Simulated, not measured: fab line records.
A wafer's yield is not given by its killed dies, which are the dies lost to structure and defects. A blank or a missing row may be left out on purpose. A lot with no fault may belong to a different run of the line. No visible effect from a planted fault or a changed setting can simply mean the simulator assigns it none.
Which tool did it? ; flow n5-finfet ; 10 lots, 23 wafers sampled, at 7 steps of a route of 1938

== WHAT THE GAUGES SHOWED, per wafer ==
N5_PMOS_HMC_CHANNEL_EPI_INSPECT_30: inspects for defects (darkfield).
lot;measured;on;raw-defect-count
L112;day 1 20:12;defect-inspect-02;12 33 19
L114;day 2 09:24;defect-inspect-02;20 28
L115;day 2 14:44;defect-inspect-02;30 28 35
L116;day 2 20:43;defect-inspect-01;14 8 12
L121;day 4 02:49;defect-inspect-01;23 11
L122;day 4 08:39;defect-inspect-01;13 21
L123;day 4 15:04;defect-inspect-02;26 27
L124;day 4 20:25;defect-inspect-02;8 29
L128;day 5 21:20;defect-inspect-02;21 27
L131;day 6 14:08;defect-inspect-01;26 19

N5_FIN_SAQP_OVL_MEAS_17.
lot;measured;on;FIN_CORE_OVL (nm)
L112;day 1 21:40;overlay-02;0.0 0.0 0.4
L114;day 2 10:47;overlay-02;0.3 -0.3
L115;day 2 16:08;overlay-02;0.3 -1.1 -0.5
L116;day 2 22:05;overlay-01;0.1 -0.2 0.7
L121;day 4 04:20;overlay-01;-0.7 -0.2
L122;day 4 09:53;overlay-01;1.4 0.8
L123;day 4 16:40;overlay-01;1.2 2.0
L124;day 5 00:29;overlay-01;-0.3 -0.5
L128;day 5 23:35;overlay-01;-0.1 -0.1
L131;day 6 15:43;overlay-02;0.9 0.2

N5_FIN_SAQP_INSPECT_40: inspects for defects (brightfield).
lot;measured;on;raw-defect-count
L112;day 2 02:36;defect-inspect-02;164 250 316
L114;day 2 15:09;defect-inspect-02;309 295
L115;day 2 20:28;defect-inspect-02;241 262 218
L116;day 3 03:36;defect-inspect-01;313 192 237
L121;day 4 09:10;defect-inspect-02;1912 273
L122;day 4 14:52;defect-inspect-01;1950 1791
L123;day 4 20:53;defect-inspect-02;1810 1823
L124;day 5 10:22;defect-inspect-01;200 154
L128;day 6 04:37;defect-inspect-01;269 354
L131;day 6 20:19;defect-inspect-01;254 293

N5_BEOL_M4_RC_MEAS_101.
lot;measured;on;DIBL_N (mV/V);DIBL_P (mV/V);IOFF_N (nA/um);IOFF_P (nA/um);ION_N (uA/um);ION_P (uA/um);SS_N (mV/dec);SS_P (mV/dec);VT_N (mV);VT_P (mV)
L112;day 8 17:35;prober-01;37.9 39.5 37.5;37.0 40.3 36.5;0.18 0.22 0.16;0.19 0.23 0.17;674 687 664;447 456 444;71.8 71.9 72.2;73.2 74.3 73.8;248 247 253;-249.9 -250.1 -252.8
L114;day 8 13:13;prober-02;40.9 39.4;43.9 41.2;0.29 0.23;0.35 0.29;703 682;476 461;72.5 72.1;75.0 74.2;241 245;-245.6 -245.4
L115;day 8 12:47;prober-01;33.5 35.6 35.8;33.0 35.0 35.6;0.12 0.15 0.14;0.17 0.19 0.19;677 665 667;465 453 452;70.8 71.1 70.7;72.1 72.9 73.2;254 249 251;-252.8 -252.3 -250.6
L116;day 9 05:56;prober-02;35.4 34.6 37.6;35.1 34.5 37.6;0.14 0.14 0.18;0.20 0.19 0.22;662 659 683;456 451 469;71.9 72.0 72.3;74.4 73.8 74.3;255 254 251;-251.6 -250.6 -250.2
L121;day 10 09:11;prober-01;35.8;34.8;0.14;0.21;682;467;70.4;73.4;250;-249.3
L124;day 11 02:46;prober-02;37.6 35.9;40.2 36.7;0.22 0.16;0.29 0.21;682 663;468 455;72.4 72.2;73.5 73.3;249 254;-247.1 -252.4
L128;day 12 08:41;prober-01;38.7 40.3;39.0 41.2;0.19 0.20;0.24 0.27;689 695;465 474;72.4 72.6;72.8 73.8;246 246;-249.5 -246.3
L131;day 12 20:08;prober-01;40.9 39.5;43.4 40.8;0.28 0.22;0.34 0.28;707 682;486 456;74.2 73.1;75.1 75.3;243 244;-244.5 -247.6

== WHAT TOOL EACH LOT RAN ON (gives the tool, then ch and the chambers of the sampled wafers, and finally the start) ==
lot;N5_FIN_SAQP_MANDREL_ETCH_22;N5_FIN_SAQP_SPACER1_ETCHBACK_25;N5_FIN_SAQP_RECESS_71
L112;rie-si-03 ch 0,1, day 1 22:00;rie-diel-05 ch 0,1,2, day 2 00:10;vapor-etch-01 ch 0,1, day 2 01:14
L114;rie-si-05 ch 2,3, day 2 11:08;rie-diel-05 ch 1,2, day 2 12:39;vapor-etch-02 ch 0,1, day 2 13:52
L115;rie-si-05 ch 0,2, day 2 16:28;rie-diel-06 ch 0,1, day 2 18:03;vapor-etch-02 ch 0,1, day 2 19:13
L116;rie-si-03 ch 2,3, day 2 22:25;rie-diel-05 ch 1,2,3, day 3 00:56;vapor-etch-01 ch 0,1, day 3 02:14
L121;rie-si-05 ch 0,1, day 4 04:40;rie-diel-05 ch 0,3, day 4 06:11;vapor-etch-02 ch 0,1, day 4 07:32
L122;rie-si-05 ch 0,1, day 4 10:34;rie-diel-06 ch 0,2, day 4 12:29;vapor-etch-01 ch 0,1, day 4 13:37
L123;rie-si-05 ch 1,3, day 4 17:01;rie-diel-06 ch 0,2, day 4 18:33;vapor-etch-02 ch 0,1, day 4 19:38
L124;rie-si-01 ch 2, day 5 00:49;rie-diel-03 ch 2,3, day 5 06:03;vapor-etch-01 ch 0,1, day 5 07:27
L128;rie-si-03 ch 0,3, day 6 00:07;rie-diel-05 ch 2,3, day 6 01:46;vapor-etch-01 ch 1, day 6 03:05
L131;rie-si-01 ch 0,3, day 6 16:10;rie-diel-03 ch 2,3, day 6 17:47;vapor-etch-02 ch 0,1, day 6 19:04
- N5_FIN_SAQP_MANDREL_ETCH_22: etches a-Si in HBr/Cl2, stops on SiNx, target depth 60 nm, bt time 10 s, time 30 s.
- N5_FIN_SAQP_SPACER1_ETCHBACK_25: etches SiO2 in CHF3/O2, target depth 24.4 nm, time 12.2 s.
- N5_FIN_SAQP_RECESS_71: chemistry HF/NH3, target SiO2, target depth 3 nm, afs cycles 1, sublimation time 60 s.

== WHAT THE TOOLS THEMSELVES READ (means of the sampled wafers that have a number; where no wafer has one, the mark that the record gives instead) ==
N5_FIN_SAQP_MANDREL_ETCH_22.
lot;tool;HBr_flow_sccm (sccm);drypump-motor-current-A (A);oes-product-au (a.u.);throttle-valve-pct (%)
L112;rie-si-03;150.2;5.5;0.757;35.6
L114;rie-si-05;149.7;5.2;0.760;35.5
L115;rie-si-05;150.3;5.8;0.764;35.4
L116;rie-si-03;150.0;5.7;0.774;35.1
L121;rie-si-05;150.1;6.3;0.733;35.6
L122;rie-si-05;150.1;6.3;0.669;35.8
L123;rie-si-05;149.8;5.7;0.659;35.8
L124;rie-si-01;150.5;5.7;0.767;35.2
L128;rie-si-03;150.1;5.5;0.772;35.4
L131;rie-si-01;150.0;5.7;0.766;35.7

N5_FIN_SAQP_SPACER1_ETCHBACK_25.
lot;tool;O2_flow_sccm (sccm);drypump-motor-current-A (A);oes-product-au (a.u.);rf-vpp-V (V);showerhead-plenum-p-Torr (Torr);throttle-valve-pct (%)
L112;rie-diel-05;5.008;5.3;0.72;519;2.39;19.08
L114;rie-diel-05;4.981;4.9;0.73;520;2.40;18.95
L115;rie-diel-06;4.983;5.5;0.69;511;2.46;18.99
L116;rie-diel-05;5.013;5.3;0.73;520;2.40;18.98
L121;rie-diel-05;5.014;6.0;0.62;520;2.38;18.91
L122;rie-diel-06;5.013;5.0;0.31;508;2.42;18.73
L123;rie-diel-06;5.000;5.0;0.30;508;2.42;18.72
L124;rie-diel-03;4.992;5.7;0.85;535;2.46;18.79
L128;rie-diel-05;5.021;5.4;0.73;510;2.36;19.01
L131;rie-diel-03;5.009;5.7;0.81;536;2.46;18.83

N5_FIN_SAQP_RECESS_71.
lot;tool;drypump-motor-current-A (A);sublimation-temp-c (C)
L112;vapor-etch-01;5.79;179.98
L114;vapor-etch-02;5.61;180.09
L115;vapor-etch-02;5.74;179.81
L116;vapor-etch-01;5.72;179.97
L121;vapor-etch-02;5.61;179.94
L122;vapor-etch-01;5.75;179.69
L123;vapor-etch-02;5.62;179.93
L124;vapor-etch-01;5.76;179.99
L128;vapor-etch-01;5.91;180.04
L131;vapor-etch-02;5.61;180.01

== THE ANSWER, worked out from the rows above alone ==
Rule: the usual values come from the lots themselves. Put in order of their means at a reading, lots are off if they are a third of the lots or fewer, leave a main group of 4 or more, and stand apart from it by a gap of 3 or more times the standard deviation of the main group's means; of several such gaps the widest counts. A main group whose means are all the same, to the digits that the tables above print for the reading, isn't used. A lot without any number at a reading at which 4 lots or more have one is off too. The other lots that the step has rows for count as sound. First the gauges in route order, then the tools' own readings, where a lot's mean is used as printed above. At the first step where some lot is off, the reading lying furthest off is the one used; lots without a number count as furthest.
Off: L121, L122, L123 (N5_FIN_SAQP_INSPECT_40, raw-defect-count). The main group has a mean of 256 with a standard deviation of 42.
A tool fits if, at a process step before that reading, it ran every lot that is off, and no sound lot after the first of them. Those tools and the gauges at N5_FIN_SAQP_INSPECT_40 are tried in the same way. One fits: N5_FIN_SAQP_MANDREL_ETCH_22 on rie-si-05. A fault onset in the window from L115 (day 2 16:28, its last sound lot) to L121 (day 4 04:40, its first lot off) fits.
The tool's own readings at N5_FIN_SAQP_MANDREL_ETCH_22 bear it out: on the lots that are off they differ by more than 5 times the standard deviation of the sound lots' means. oes-product-au reads 0.687 a.u. there against 0.766 a.u. on the sound lots.

== WHAT HAD BEEN PUT IN BY THE SIMULATOR ==
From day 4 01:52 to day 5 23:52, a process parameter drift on rie-si-05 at N5_FIN_SAQP_MANDREL_ETCH_22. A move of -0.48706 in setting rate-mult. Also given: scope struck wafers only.
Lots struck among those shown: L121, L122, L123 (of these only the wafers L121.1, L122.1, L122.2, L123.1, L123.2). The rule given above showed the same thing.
